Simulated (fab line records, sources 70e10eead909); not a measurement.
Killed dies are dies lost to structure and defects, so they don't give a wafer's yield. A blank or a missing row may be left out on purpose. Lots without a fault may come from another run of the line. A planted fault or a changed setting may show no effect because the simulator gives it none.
Chamber matching | flow nand_harc | NHARC_A_STAIRCASE_DEP_156 on pecvd-04: 3 sister chambers
The step deposits SiNx, target thk 50 nm. 3 wafers are shown with their chamber, then 11 later ones without.

WAFERS WITH THEIR CHAMBER
wafer  | chamber | heater_power_w (W)
L088.2 | 1       | 505
L088.5 | 0       | 875
L089.2 | 2       | 790

WAFERS WITHOUT THEIR CHAMBER
wafer  | heater_power_w (W)
L089.4 | 849
L089.6 | 588
L090.1 | 888
L090.3 | 604
L090.6 | 834
L091.1 | 601
L091.2 | 746
L091.5 | 738
L092.1 | 575
L092.3 | 840
L092.6 | 799

WHICH CHAMBER EACH WENT THROUGH
wafer  | from the rows above     | in truth
L089.4 | can't be placed: 0 or 2 | 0
L089.6 | can't be placed: 1 or 2 | 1
L090.1 | can't be placed: 0 or 2 | 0
L090.3 | can't be placed: 1 or 2 | 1
L090.6 | can't be placed: 0 or 2 | 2
L091.1 | can't be placed: 1 or 2 | 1
L091.2 | can't be placed: 2 or 0 | 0
L091.5 | can't be placed: 2 or 0 | 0
L092.1 | 1                       | 1
L092.3 | can't be placed: 0 or 2 | 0
L092.6 | can't be placed: 2 or 0 | 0
Placed correctly: 1 of 11. Can't be placed from these rows: 10 (the true chamber is among the candidates in 10). Placed wrongly: 0.
How it was worked out, from the rows above alone: a wafer's distance from a chamber is the root of the sum, over the readings, of the square of ((its reading less the chamber's mean) divided by the reading's scatter). The wafer belongs to the nearest chamber; if the next one is less than 2 further off, it can't be placed. A chamber's mean is the mean of its shown wafers. The scatter: with one shown wafer a chamber, the root of the mean of the squares of how far each hidden wafer lies from its nearest shown one.
